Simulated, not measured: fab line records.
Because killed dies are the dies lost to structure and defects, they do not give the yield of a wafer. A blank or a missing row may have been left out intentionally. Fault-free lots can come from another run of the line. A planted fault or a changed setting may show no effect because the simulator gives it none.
fab line records | flow n5-finfet | part 1 of 2: steps 1 to 25 of 37
record lots=5 wafers=15 last-day=16
route steps=1938 shown BEOL_M6@1258 BEOL_M7@1263
lots that met no fault: from a run of the same line without faults
start-h: hours from the record's opening day to when the first of the lot's shown wafers began | wait-h: time in hours since the lot's previous step | " repeats the value in the row above | L1.1+2: several wafers, shown together as one row | - either no value or no given start | * or withheld: withheld | < > ~ a bound
route shown NAME@n: NAME is a module with steps in the file, n the number in the route of the first one | usual: the fault-free wafers' mean and standard deviation | same: alike in all rows | chamber/n: place in a boat | sites: the reading at each site | _std_site: the values' standard deviation | _edge_site: outer sites' mean less inner sites' | radius-mm: for every site, how far away it sits from the centre of the wafer | mask NAME#n: copy n | behind: the tool/chamber that last shaped the wafer | hold: what put the lot on hold/how long, in hours/how the hold closed | device: the n, p or np transistor that did not switch | end of line: at the end of the route, the tests of the same wafers | a step with no rows: only its recipe | killed: count of dies lost to structure and defects at first sort (not the wafer's yield) | map: shows each die of a wafer: x if killed, . if not, _ if none is there
set.NAME: the setting as run; set.NAME@STEP: as run at that earlier step | model.NAME: the simulator's own value behind a step, which no gauge read
certain route steps with their lots: each step a table, each wafer a row
services: when a tool's chamber went out of use (start-h, in hours from the record's first day, below 0 if earlier), for how many hours, and the reason
## steps
# step N5_BEOL_M6_THK_MEAS_53
# recipe thk-meas-gauge=xrf reads=Cu_of_BEOL_M6_ECD_50
# usual M6_THK=81.1/2.1
# columns lot.wafer tool chamber start-h wait-h M6_THK[nm]
L076.3 film-metro-01 - 195.72 - 79.8
L076.4 " - " " 81.9
L076.6 " - " " 82.5
L078.1 film-metro-01 - 217.20 - 81.7
L078.3 " - " " 83.2
L078.4 " - " " 81.0
L084.2 film-metro-02 - 249.52 - 79.0
L084.4 " - " " 79.7
L084.6 " - " " 77.7
L085.1 film-metro-01 - 253.08 - 82.1
L085.2 " - " " 83.1
L085.4 " - " " 88.3
L093.1 film-metro-02 - 301.81 - 81.1
L093.2 " - " " 81.4
L093.3 " - " " 79.8
# step N5_BEOL_M6_PRE_CLEAN_55
# recipe gas=NH3 time-s=15 temp-c=withheld rf-power-w=300
# columns lot.wafer tool chamber start-h wait-h
L076.3+4+6 pecvd-03 0,0,2 195.76 0.0
L078.1+3+4 pecvd-01 1,2,2 217.24 0.0
L084.2+4+6 pecvd-03 0,2,0 249.56 0.0
L085.1+2+4 pecvd-02 2,1,2 253.11 0.0
L093.1+2+3 pecvd-01 0,1,2 301.85 0.0
# step N5_BEOL_M6_DEP_56
# recipe material=SiCN target-thk-a=100 temp-c=withheld precursor=3MS/NH3 pressure-torr=3 rf-w=202 time-s=17.5
# usual showerhead-plenum-p-Torr=3.669/0.012 throttle-valve-pct=9.3/0.48
# columns lot.wafer tool chamber start-h wait-h showerhead-plenum-p-Torr throttle-valve-pct
L076.3 pecvd-03 0 195.79 0.0 3.673 8.9
L076.4 " 0 " " 3.683 8.9
L076.6 " 2 " " 3.658 9.1
L078.1 pecvd-01 1 217.26 0.0 3.683 10.2
L078.3 " 2 " " 3.676 9.2
L078.4 " 2 " " 3.671 8.9
L084.2 pecvd-03 0 249.58 0.0 3.675 9.1
L084.4 " 2 " " 3.653 8.6
L084.6 " 0 " " 3.669 8.9
L085.1 pecvd-02 2 253.14 0.0 3.675 9.2
L085.2 " 1 " " 3.680 9.4
L085.4 " 2 " " 3.676 9.4
L093.1 pecvd-01 0 301.87 0.0 3.658 9.4
L093.2 " 1 " " 3.675 10.1
L093.3 " 2 " " 3.683 9.0
# step N5_BEOL_M6_RS_MEAS_57
# recipe thk-meas-gauge=four-point-probe reads=Cu_of_BEOL_M6_ECD_50+Co_of_BEOL_M6_CVD_78+TaN_of_BEOL_M6_ALD_77
# usual M6_RS=0.286/0.0076
# columns lot.wafer tool chamber start-h wait-h M6_RS[ohm/sq]
L076.3 film-metro-01 - 195.86 0.1 0.295
L076.4 " - " " 0.285
L076.6 " - " " 0.283
L078.1 film-metro-01 - 217.33 0.1 0.284
L078.3 " - " " 0.278
L078.4 " - " " 0.289
L084.2 film-metro-02 - 249.65 0.1 0.289
L084.4 " - " " 0.286
L084.6 " - " " 0.295
L085.1 film-metro-01 - 253.21 0.1 0.286
L085.2 " - " " 0.280
L085.4 " - " " 0.262
L093.1 film-metro-02 - 301.94 0.1 0.283
L093.2 " - " " 0.283
L093.3 " - " " 0.288
# step N5_BEOL_M6_INSPECT_58
# recipe inspect-instrument=darkfield mode=post-dep
# usual raw-defect-count=67/22
# columns lot.wafer tool chamber start-h wait-h raw-defect-count
L076.3 defect-inspect-01 - 195.88 0.0 67
L076.4 " - " " 87
L076.6 " - " " 93
L078.1 defect-inspect-02 - 217.36 0.0 73
L078.3 " - " " 50
L078.4 " - " " 78
L084.2 defect-inspect-02 - 249.68 0.0 68
L084.4 " - " " 62
L084.6 " - " " 109
L085.1 defect-inspect-02 - 253.23 0.0 50
L085.2 " - " " 56
L085.4 " - " " 78
L093.1 defect-inspect-01 - 301.97 0.0 66
L093.2 " - " " 57
L093.3 " - " " 50
# step N5_BEOL_M7_ILD_DEP_00
# recipe material=SiCOH_lowk target-thk-a=1797.5 temp-c=300 precursor=DEMS/porogen pressure-torr=5 rf-w=500 time-s=33.4
# usual heater-power-w=365/52 showerhead-plenum-p-Torr=5.741/0.019 throttle-valve-pct=13.9/0.53
# columns lot.wafer tool chamber start-h wait-h heater-power-w showerhead-plenum-p-Torr throttle-valve-pct
L076.3 pecvd-04 0 195.92 0.0 400 5.739 14.7
L076.4 " 0 " " 399 5.731 14.6
L076.6 " 2 " " 388 5.769 13.0
L078.1 pecvd-04 0 217.41 0.1 465 5.731 14.8
L078.3 " 2 " " 367 5.762 13.3
L078.4 " 2 " " 366 5.770 13.2
L084.2 pecvd-02 2 249.72 0.0 237 5.755 13.8
L084.4 " 1 " " 377 5.743 14.6
L084.6 " 1 " " 374 5.730 14.3
L085.1 pecvd-03 2 253.27 0.0 287 5.725 13.2
L085.2 " 1 " " 400 5.732 14.3
L085.4 " 2 " " 285 5.723 13.1
L093.1 pecvd-04 1 302.00 0.0 387 5.731 14.1
L093.2 " 2 " " 350 5.760 13.0
L093.3 " 0 " " 428 5.744 14.7
# step N5_BEOL_M7_CURE_74
# recipe temp-c=385 time-s=240 ambient=He/Ar material=SiCOH_lowk
# usual lamp-power-pct=52.32/0.051 wafer_temp_C_max=386.6/0.62
# columns lot.wafer tool chamber start-h wait-h lamp-power-pct wafer_temp_C_max
L076.3 uv-cure-01 1 196.30 0.4 52.26 386.4
L076.4 " 1 " " 52.37 386.9
L076.6 " 1 " " 52.27 386.4
L078.1 uv-cure-02 0 218.18 0.7 52.36 386.6
L078.3 " 0 " " 52.34 386.6
L078.4 " 0 " " 52.36 386.5
L084.2 uv-cure-01 2 250.25 0.5 52.34 387.0
L084.4 " 2 " " 52.33 387.2
L084.6 " 2 " " 52.35 386.9
L085.1 uv-cure-01 1 253.33 0.0 52.30 386.1
L085.2 " 1 " " 52.36 386.6
L085.4 " 1 " " 52.40 386.9
L093.1 uv-cure-02 2 302.07 0.0 52.31 386.6
L093.2 " 2 " " 52.27 386.2
L093.3 " 2 " " 52.35 386.1
# step N5_BEOL_M7_THK_MEAS_01
# recipe reads=SiCOH_lowk_of_BEOL_M7_ILD_DEP_00
# usual M7_ILD_THK=154.0/2
# columns lot.wafer tool chamber start-h wait-h M7_ILD_THK[nm]
L076.3 film-metro-01 - 197.08 0.6 148.9
L076.4 " - " " 152.6
L076.6 " - " " 154.2
L078.1 film-metro-01 - 218.70 0.4 150.0
L078.3 " - " " 154.3
L078.4 " - " " 157.2
L084.2 film-metro-01 - 250.68 0.4 151.2
L084.4 " - " " 153.5
L084.6 " - " " 153.4
L085.1 film-metro-01 - 253.85 0.4 154.8
L085.2 " - " " 154.8
L085.4 " - " " 157.8
L093.1 film-metro-02 - 303.06 0.8 152.2
L093.2 " - " " 154.0
L093.3 " - " " 151.8
# step N5_BEOL_M7_PECVD_70
# recipe material=SiO2 target-thk-a=200 temp-c=400 precursor=TEOS/O2 pressure-torr=5.5 rf-w=450 teos-flow-sccm=53.8 gas=O2 flow-sccm=3000 time-s=22.7
# usual heater-power-w=806/110 showerhead-plenum-p-Torr=8.80/0.073 throttle-valve-pct=22.6/0.79
# columns lot.wafer tool chamber start-h wait-h heater-power-w showerhead-plenum-p-Torr throttle-valve-pct
L076.3 pecvd-03 0 197.12 0.0 744 8.85 22.5
L076.4 " 2 " " 680 8.73 22.6
L076.6 " 0 " " 748 8.84 22.1
L078.1 pecvd-04 2 218.74 0.0 847 8.90 21.1
L078.3 " 0 " " 938 8.76 23.8
L078.4 " 0 " " 953 8.73 23.7
L084.2 pecvd-02 0 250.72 0.0 621 8.87 22.6
L084.4 " 2 " " 630 8.83 22.7
L084.6 " 1 " " 858 8.86 23.3
L085.1 pecvd-03 1 253.88 0.0 937 8.72 23.0
L085.2 " 0 " " 745 8.83 22.2
L085.4 " 1 " " 936 8.71 23.1
L093.1 pecvd-04 0 303.10 0.0 1004 8.79 23.6
L093.2 " 2 " " 778 8.90 21.5
L093.3 " 1 " " 873 8.67 22.4
# step N5_BEOL_M7_HM_DEP_02
# recipe material=TiN target-thk-a=200 temp-c=25 chamber-pressure-pa=0.49996
# usual chamber-pressure-pa=0.4999/0.00089 throttle-valve-pct=30.3/1
# columns lot.wafer tool chamber start-h wait-h chamber-pressure-pa throttle-valve-pct
L076.3 pvd-sputter-01 - 197.46 0.3 0.4990 30.4
L076.4 " - " " 0.5003 31.3
L076.6 " - " " 0.5007 28.4
L078.1 pvd-sputter-01 - 219.92 1.2 0.4994 31.3
L078.3 " - " " 0.4994 28.4
L078.4 " - " " 0.4994 31.3
L084.2 pvd-sputter-01 - 251.89 1.2 0.4998 31.3
L084.4 " - " " 0.5011 30.6
L084.6 " - " " 0.4998 30.4
L085.1 pvd-sputter-03 - 256.69 2.8 0.5005 30.0
L085.2 " - " " 0.5012 29.3
L085.4 " - " " 0.5007 28.5
L093.1 pvd-sputter-03 - 304.83 1.7 0.5009 29.5
L093.2 " - " " 0.5005 30.2
L093.3 " - " " 0.4992 29.7
# step N5_BEOL_M7_COAT_59
# recipe resist=SOC temp-c=250 time-s=60 spin-rpm=1500 resist-thk-nm=100
# columns lot.wafer tool chamber start-h wait-h
L076.3+4+6 litho-track-04 0 197.58 0.1
L078.1+3+4 litho-track-02 0 220.05 0.1
L084.2+4+6 litho-track-02 0 252.02 0.1
L085.1+2+4 litho-track-02 0 256.82 0.1
L093.1+2+3 litho-track-02 0 304.96 0.1
# step N5_BEOL_M7_COAT_60
# recipe resist=SiARC temp-c=220 time-s=60 spin-rpm=1500 resist-thk-nm=35
# columns lot.wafer tool chamber start-h wait-h
L076.3+4+6 litho-track-04 0 - -
L078.1+3+4 litho-track-02 0 - -
L084.2+4+6 litho-track-02 0 - -
L085.1+2+4 litho-track-02 0 - -
L093.1+2+3 litho-track-02 0 - -
# step N5_BEOL_M7_COAT_05
# recipe resist=CAR-ArF spin-rpm=1500 resist-thk-nm=90
# columns lot.wafer tool chamber start-h wait-h
L076.3+4+6 litho-track-04 0 - -
L078.1+3+4 litho-track-02 0 - -
L084.2+4+6 litho-track-02 0 - -
L085.1+2+4 litho-track-02 0 - -
L093.1+2+3 litho-track-02 0 - -
# step N5_BEOL_M7_EBR_07
# recipe solvent=PGMEA ebr-width-mm=1.5
# columns lot.wafer tool chamber start-h wait-h
L076.3+4+6 litho-track-04 0 - -
L078.1+3+4 litho-track-02 0 - -
L084.2+4+6 litho-track-02 0 - -
L085.1+2+4 litho-track-02 0 - -
L093.1+2+3 litho-track-02 0 - -
# step N5_BEOL_M7_SOFTBAKE_06
# recipe temp-c=110 time-s=60 resist=CAR-ArF
# columns lot.wafer tool chamber start-h wait-h
L076.3+4+6 litho-track-04 0 - -
L078.1+3+4 litho-track-02 0 - -
L084.2+4+6 litho-track-02 0 - -
L085.1+2+4 litho-track-02 0 - -
L093.1+2+3 litho-track-02 0 - -
# step N5_BEOL_M7_EXPOSE_08
# recipe mask-id=M7 na=1.35 source-shape=dipole sigma-inner=0.817 sigma-outer=0.97 polarization=te dose-mj=68.25
# same dipole-opening-deg=35
# columns lot.wafer tool chamber start-h wait-h mask
L076.3+4+6 arfi-scanner-03 0 197.84 - M7#0
L078.1+3+4 arfi-scanner-02 0 220.29 - M7#0
L084.2+4+6 arfi-scanner-02 0 252.27 - M7#0
L085.1+2+4 arfi-scanner-03 0 257.06 - M7#0
L093.1+2+3 arfi-scanner-02 0 305.20 - M7#0
# step N5_BEOL_M7_PEB_09
# recipe peb-temp-c=withheld peb-time-s=60 resist=CAR-ArF
# columns lot.wafer tool chamber start-h wait-h
L076.3+4+6 litho-track-05 0 197.89 0.0
L078.1+3+4 litho-track-02 0 220.35 0.1
L084.2+4+6 litho-track-04 0 252.32 0.0
L085.1+2+4 litho-track-05 0 257.12 0.1
L093.1+2+3 litho-track-04 0 305.26 0.1
# step N5_BEOL_M7_DEVELOP_10
# recipe develop-time-s=30 developer=TMAH resist=CAR-ArF rinse-liquid=diw dry=air-spin dev-temp-c=23
# columns lot.wafer tool chamber start-h wait-h
L076.3+4+6 litho-track-05 0 - -
L078.1+3+4 litho-track-02 0 - -
L084.2+4+6 litho-track-04 0 - -
L085.1+2+4 litho-track-05 0 - -
L093.1+2+3 litho-track-04 0 - -
# step N5_BEOL_M7_CD_MEAS_11
# recipe target-cd-nm=38.5 landing-energy-ev=500 detector=se-inlens polarity=opening
# usual cd-nm=38.6/0.54
# same landing-energy-ev=500
# columns lot.wafer tool chamber start-h wait-h cd-nm
L076.3 cd-sem-01 0 197.96 - 38.8
L076.4 " 0 " " 39.4
L076.6 " 0 " " 38.8
L078.1 cd-sem-02 0 220.42 - 38.3
L078.3 " 0 " " 38.7
L078.4 " 0 " " 38.5
L084.2 cd-sem-02 0 252.39 - 37.9
L084.4 " 0 " " 37.7
L084.6 " 0 " " 37.7
L085.1 cd-sem-02 0 257.19 - 39.6
L085.2 " 0 " " 38.6
L085.4 " 0 " " 38.6
L093.1 cd-sem-03 0 305.33 - 39.0
L093.2 " 0 " " 38.2
L093.3 " 0 " " 38.2
# step N5_BEOL_M7_OVL_MEAS_12
# recipe points-per-wafer=44
# usual M7_OVL=-0.2/0.8
# columns lot.wafer tool chamber start-h wait-h M7_OVL[nm]
L076.3 overlay-02 0 197.99 0.0 -0.1
L076.4 " 0 " " -0.3
L076.6 " 0 " " -0.9
L078.1 overlay-01 0 220.45 0.0 -0.4
L078.3 " 0 " " -0.4
L078.4 " 0 " " -0.8
L084.2 overlay-01 0 252.42 0.0 -1.4
L084.4 " 0 " " -2.3
L084.6 " 0 " " -1.4
L085.1 overlay-01 0 257.24 0.0 -0.1
L085.2 " 0 " " 0.7
L085.4 " 0 " " 0.2
L093.1 overlay-02 0 305.36 0.0 -0.6
L093.2 " 0 " " -0.4
L093.3 " 0 " " -1.0
# step N5_BEOL_M7_INSPECT_13
# recipe mode=adi inspect-instrument=brightfield
# usual raw-defect-count=381/100
# columns lot.wafer tool chamber start-h wait-h raw-defect-count
L076.3 defect-inspect-01 - 198.01 0.0 322
L076.4 " - " " 460
L076.6 " - " " 368
L078.1 defect-inspect-01 - 220.47 0.0 323
L078.3 " - " " 226
L078.4 " - " " 369
L084.2 defect-inspect-02 - 252.44 0.0 689
L084.4 " - " " 673
L084.6 " - " " 670
L085.1 defect-inspect-02 - 257.26 0.0 251
L085.2 " - " " 453
L085.4 " - " " 400
L093.1 defect-inspect-01 - 305.38 0.0 312
L093.2 " - " " 271
L093.3 " - " " 288
# step N5_BEOL_M7_DESCUM_16
# recipe chemistry=O2 time-s=7.9 source-power-w=50 bias-power-w=20 pressure-mtorr=20 rf-frequency-hz=2.712e+07 temp-c=40 resist=CAR-ArF o2-flow-sccm=225
# usual drypump-motor-current-A=5.8/0.53 oes-product-au=0.83/0.083 rf-vpp-V=244.0/1.3 showerhead-plenum-p-Torr=2.14/0.061 throttle-valve-pct=20.30/0.25
# columns lot.wafer tool chamber start-h wait-h drypump-motor-current-A oes-product-au rf-hours-counter-h rf-vpp-V showerhead-plenum-p-Torr throttle-valve-pct
L076.3 rie-diel-06 2 198.12 0.1 5.5 0.91 20 241.8 2.05 19.93
L076.4 " 3 " " 6.0 0.77 148 242.9 2.10 20.26
L076.6 " 3 " " 6.0 0.77 - 242.0 2.10 20.25
L078.1 rie-diel-06 0 220.52 0.0 5.9 0.89 35 243.4 2.16 20.41
L078.3 " 1 " " 6.7 0.69 220 244.7 2.14 20.57
L078.4 " 3 " " 6.0 0.76 155 243.5 2.09 20.26
L084.2 rie-diel-03 2 252.48 0.0 5.1 0.68 250 241.3 1.98 20.70
L084.4 " 1 " " 5.4 0.72 210 244.7 2.17 20.61
L084.6 " 0 " " 5.9 0.93 - 246.4 2.22 20.12
L085.1 rie-diel-06 2 257.74 0.5 5.5 0.86 38 242.9 2.05 19.96
L085.2 " 1 " " 6.8 0.68 230 243.9 2.14 20.57
L085.4 " 3 " " 6.0 0.75 166 246.0 2.09 20.30
L093.1 rie-diel-04 1 305.44 0.1 4.7 0.89 29 243.6 2.14 19.92
L093.2 " 2 " " 5.4 0.83 66 244.1 2.21 20.30
L093.3 " 0 " " 6.4 0.82 77 243.0 2.13 20.71
# step N5_BEOL_M7_ETCH_61
# recipe chemistry=CF4 target=SiARC target-depth-a=455 mask-material=CAR-ArF time-s=75.8 ion-energy-ev=80 pressure-mtorr=40 source-w=545 bias-w=36 Ar_flow_sccm=100 cf4-flow-sccm=100 ends=cleared
# usual drypump-motor-current-A=5.8/0.53 etch-rf-on-time-s=75.0/1.4 oes-product-au=0.71/0.07 rf-vpp-V=184.6/1.1 showerhead-plenum-p-Torr=2.19/0.059 throttle-valve-pct=15.47/0.24
# columns lot.wafer tool chamber start-h wait-h drypump-motor-current-A etch-rf-on-time-s oes-product-au rf-hours-counter-h rf-vpp-V showerhead-plenum-p-Torr throttle-valve-pct
L076.3 rie-diel-06 2 198.15 0.0 5.5 74.8 0.77 20 182.7 2.11 15.14
L076.4 " 3 " " 6.0 76.4 0.65 148 184.8 2.15 15.54
L076.6 " 3 " " 6.0 76.7 0.66 - 184.4 2.15 15.54
L078.1 rie-diel-06 0 220.55 0.0 5.9 76.0 0.76 35 184.4 2.18 15.33
L078.3 " 1 " " 6.7 75.1 0.59 220 184.0 2.20 15.86
L078.4 " 3 " " 6.0 74.1 0.66 155 184.4 2.15 15.54
L084.2 rie-diel-03 2 252.51 0.0 5.1 78.5 0.57 250 181.8 2.04 15.90
L084.4 " 1 " " 5.4 77.1 0.61 210 184.6 2.20 15.71
L084.6 " 0 " " 5.9 74.0 0.79 - 185.5 2.27 15.33
L085.1 rie-diel-06 2 257.77 0.0 5.5 74.2 0.75 38 183.7 2.10 15.19
L085.2 " 1 " " 6.8 76.2 0.58 230 184.3 2.20 15.88
L085.4 " 3 " " 6.0 73.8 0.65 167 184.5 2.14 15.57
L093.1 rie-diel-04 1 305.47 0.0 4.7 74.7 0.76 29 184.3 2.19 15.06
L093.2 " 2 " " 5.4 73.9 0.72 66 184.5 2.25 15.45
L093.3 " 0 " " 6.4 75.2 0.69 77 184.5 2.16 15.73
# step N5_BEOL_M7_ETCH_62
# recipe chemistry=N2/H2 target=SOC target-depth-a=1100 overetch-a=220 mask-material=SiARC temp-c=40 time-s=165 ion-energy-ev=200 pressure-mtorr=30 source-w=840 bias-w=150 n2-flow-sccm=200 h2-flow-sccm=200
# usual drypump-motor-current-A=5.8/0.53 oes-product-au=0.70/0.066 rf-vpp-V=525.5/2.2 showerhead-plenum-p-Torr=2.61/0.071 throttle-valve-pct=17.72/0.27
# columns lot.wafer tool chamber start-h wait-h drypump-motor-current-A oes-product-au rf-hours-counter-h rf-vpp-V showerhead-plenum-p-Torr throttle-valve-pct
L076.3 rie-diel-06 0 198.21 0.0 6.0 0.76 28 525.4 2.61 17.67
L076.4 " 1 " " 6.7 0.59 214 525.9 2.63 18.20
L076.6 " 3 " " 6.0 0.66 - 523.9 2.56 17.73
L078.1 rie-diel-06 0 220.61 0.0 5.9 0.75 35 525.9 2.61 17.70
L078.3 " 1 " " 6.7 0.58 220 527.3 2.63 18.22
L078.4 " 3 " " 6.0 0.65 155 524.0 2.55 17.74
L084.2 rie-diel-03 2 252.57 0.0 5.1 0.58 250 521.0 2.40 17.96
L084.4 " 1 " " 5.4 0.62 210 526.4 2.64 18.16
L084.6 " 0 " " 5.9 0.77 - 529.0 2.68 17.46
L085.1 rie-diel-06 2 257.83 0.0 5.4 0.73 38 522.5 2.50 17.40
L085.2 " 1 " " 6.7 0.58 230 526.2 2.63 18.25
L085.4 " 3 " " 6.0 0.63 167 523.7 2.55 17.74
L093.1 rie-diel-04 1 305.53 0.0 4.7 0.74 30 525.1 2.60 17.37
L093.2 " 2 " " 5.4 0.71 66 530.6 2.68 17.73
L093.3 " 0 " " 6.4 0.69 77 524.4 2.56 17.94
# step N5_BEOL_M7_STRIP_68
# recipe chemistry=N2/H2 temp-c=40 n2-flow-sccm=200 h2-flow-sccm=200 rf-frequency-hz=6e+07
# columns lot.wafer tool chamber start-h wait-h
L076.3+4+6 rie-diel-06 3,2,3 198.34 0.1
L078.1+3+4 rie-diel-06 0,1,3 220.75 0.1
L084.2+4+6 rie-diel-03 2,1,0 252.70 0.1
L085.1+2+4 rie-diel-06 2,1,3 257.97 0.1
L093.1+2+3 rie-diel-04 1,2,0 305.66 0.1
